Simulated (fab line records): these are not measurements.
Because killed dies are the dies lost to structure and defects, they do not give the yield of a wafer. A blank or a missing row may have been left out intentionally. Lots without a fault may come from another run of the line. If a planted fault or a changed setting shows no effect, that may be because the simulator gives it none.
Which tool is to blame? || flow nandHarc || 24 lots, 72 wafers sampled, at 2 steps of a route of 1159

## WHAT EACH GAUGE READ, for each wafer
NHARC_P_STI_CD_MEAS_16.
{"lot": "L074", "measured": "day 2 13:44", "on": "cdSem-01", "cdNm (nm)": "196.6 199.3 200.1"}
{"lot": "L076", "measured": "day 2 20:58", "on": "cdSem-02", "cdNm (nm)": "200.2 200.0 203.7"}
{"lot": "L075", "measured": "day 2 21:07", "on": "cdSem-01", "cdNm (nm)": "201.0 199.8 201.6"}
{"lot": "L077", "measured": "day 3 05:42", "on": "cdSem-01", "cdNm (nm)": "200.1 200.7 199.7"}
{"lot": "L078", "measured": "day 3 11:17", "on": "cdSem-03", "cdNm (nm)": "198.3 197.8 200.1"}
{"lot": "L080", "measured": "day 3 21:34", "on": "cdSem-02", "cdNm (nm)": "197.9 198.2 198.6"}
{"lot": "L079", "measured": "day 3 21:46", "on": "cdSem-01", "cdNm (nm)": "200.6 200.8 200.7"}
{"lot": "L081", "measured": "day 4 05:22", "on": "cdSem-02", "cdNm (nm)": "199.8 200.7 200.8"}
{"lot": "L082", "measured": "day 4 13:37", "on": "cdSem-02", "cdNm (nm)": "200.5 200.6 199.4"}
{"lot": "L083", "measured": "day 4 17:35", "on": "cdSem-03", "cdNm (nm)": "200.1 201.6 201.4"}
{"lot": "L084", "measured": "day 5 00:40", "on": "cdSem-02", "cdNm (nm)": "199.4 198.1 199.2"}
{"lot": "L085", "measured": "day 5 05:35", "on": "cdSem-02", "cdNm (nm)": "198.1 199.6 194.7"}
{"lot": "L086", "measured": "day 5 12:58", "on": "cdSem-02", "cdNm (nm)": "197.5 199.1 199.3"}
{"lot": "L087", "measured": "day 5 18:27", "on": "cdSem-02", "cdNm (nm)": "199.2 198.8 200.0"}
{"lot": "L088", "measured": "day 6 00:29", "on": "cdSem-03", "cdNm (nm)": "197.7 200.8 198.4"}
{"lot": "L089", "measured": "day 6 07:35", "on": "cdSem-02", "cdNm (nm)": "198.5 197.6 199.0"}
{"lot": "L090", "measured": "day 6 13:48", "on": "cdSem-03", "cdNm (nm)": "200.7 199.0 199.9"}
{"lot": "L091", "measured": "day 6 20:47", "on": "cdSem-01", "cdNm (nm)": "199.5 198.7 198.5"}
{"lot": "L092", "measured": "day 6 20:57", "on": "cdSem-01", "cdNm (nm)": "197.0 198.7 199.6"}
{"lot": "L093", "measured": "day 7 05:40", "on": "cdSem-03", "cdNm (nm)": "201.2 201.3 201.6"}
{"lot": "L094", "measured": "day 7 11:34", "on": "cdSem-03", "cdNm (nm)": "201.4 198.5 196.5"}
{"lot": "L095", "measured": "day 7 18:29", "on": "cdSem-03", "cdNm (nm)": "202.5 204.9 201.9"}
{"lot": "L096", "measured": "day 8 02:26", "on": "cdSem-03", "cdNm (nm)": "198.9 202.6 200.7"}
{"lot": "L097", "measured": "day 8 02:37", "on": "cdSem-02", "cdNm (nm)": "198.6 197.4 197.7"}

NHARC_P_GATE_CD_MEAS_46: target cd 720 nm.
{"lot": "L074", "measured": "day 5 01:01", "on": "cdSem-02", "cdNm (nm)": "719.5 720.9 721.6"}
{"lot": "L076", "measured": "day 5 13:36", "on": "cdSem-01", "cdNm (nm)": "722.6 720.1 722.2"}
{"lot": "L075", "measured": "day 5 13:49", "on": "cdSem-01", "cdNm (nm)": "720.4 721.5 721.2"}
{"lot": "L077", "measured": "day 5 20:41", "on": "cdSem-02", "cdNm (nm)": "718.0 718.2 718.4"}
{"lot": "L078", "measured": "day 5 21:15", "on": "cdSem-03", "cdNm (nm)": "720.0 718.3 719.9"}
{"lot": "L080", "measured": "day 6 18:09", "on": "cdSem-01", "cdNm (nm)": "721.0 719.4 720.3"}
{"lot": "L079", "measured": "day 6 20:36", "on": "cdSem-03", "cdNm (nm)": "721.0 719.6 718.1"}
{"lot": "L081", "measured": "day 7 01:00", "on": "cdSem-03", "cdNm (nm)": "721.4 720.3 720.5"}
{"lot": "L082", "measured": "day 7 03:59", "on": "cdSem-03", "cdNm (nm)": "720.3 720.0 720.4"}
{"lot": "L083", "measured": "day 7 04:09", "on": "cdSem-01", "cdNm (nm)": "720.0 719.9 718.2"}
{"lot": "L084", "measured": "day 7 20:22", "on": "cdSem-01", "cdNm (nm)": "718.7 720.1 721.7"}
{"lot": "L085", "measured": "day 7 18:01", "on": "cdSem-03", "cdNm (nm)": "721.5 720.1 719.7"}
{"lot": "L086", "measured": "day 8 09:34", "on": "cdSem-02", "cdNm (nm)": "719.1 720.6 717.7"}
{"lot": "L087", "measured": "day 8 10:17", "on": "cdSem-01", "cdNm (nm)": "719.0 719.8 718.0"}
{"lot": "L088", "measured": "day 8 18:50", "on": "cdSem-02", "cdNm (nm)": "720.2 721.0 718.3"}
{"lot": "L089", "measured": "day 8 22:49", "on": "cdSem-03", "cdNm (nm)": "720.6 719.0 720.8"}
{"lot": "L090", "measured": "day 9 04:20", "on": "cdSem-03", "cdNm (nm)": "720.1 720.1 718.4"}
{"lot": "L091", "measured": "day 9 11:43", "on": "cdSem-02", "cdNm (nm)": "719.7 718.0 719.1"}
{"lot": "L092", "measured": "day 9 11:34", "on": "cdSem-03", "cdNm (nm)": "719.2 721.1 720.1"}
{"lot": "L093", "measured": "day 9 18:52", "on": "cdSem-02", "cdNm (nm)": "719.7 719.2 720.7"}
{"lot": "L094", "measured": "day 10 02:47", "on": "cdSem-01", "cdNm (nm)": "718.6 720.2 718.5"}
{"lot": "L095", "measured": "day 10 11:39", "on": "cdSem-03", "cdNm (nm)": "718.4 718.2 719.4"}
{"lot": "L096", "measured": "day 10 18:04", "on": "cdSem-02", "cdNm (nm)": "720.5 719.6 720.4"}
{"lot": "L097", "measured": "day 10 16:55", "on": "cdSem-02", "cdNm (nm)": "718.0 717.6 717.7"}

## EACH LOT AND THE TOOL THAT RAN IT (in order: tool; ch and the chambers of the sampled wafers; start)
No process step before these readings appears in the record.

## AS READ BY THE TOOLS THEMSELVES (means over the sampled wafers that have a number; for cases with no such wafer, the mark the record gives instead)
The record holds no such reading with a usual standard deviation.

## THE ANSWER, worked out from the rows above alone
Rule: the lots themselves supply what counts as usual. The widest of any qualifying gaps counts: lots, ordered by their means at a reading, are off when they make up no more than a third of the lots, leave a main group of 4 or more, and stand apart from it by 3 or more times the standard deviation of that group's means. If all means in a main group match to the digits the tables above print for the reading, that group is not used. A lot without any number at a reading at which 4 lots or more have one is off too. Any other lot the step has rows for is counted as sound. First the gauges in route order, then the tools' own readings, where a lot's mean is used as printed above. The first step at which some lot is off is used, and at that step the reading that is off furthest; a lot without a number counts as furthest.
No lot is off at any reading shown: from this, nothing can be told.

## WHAT THE SIMULATOR HAD INSERTED
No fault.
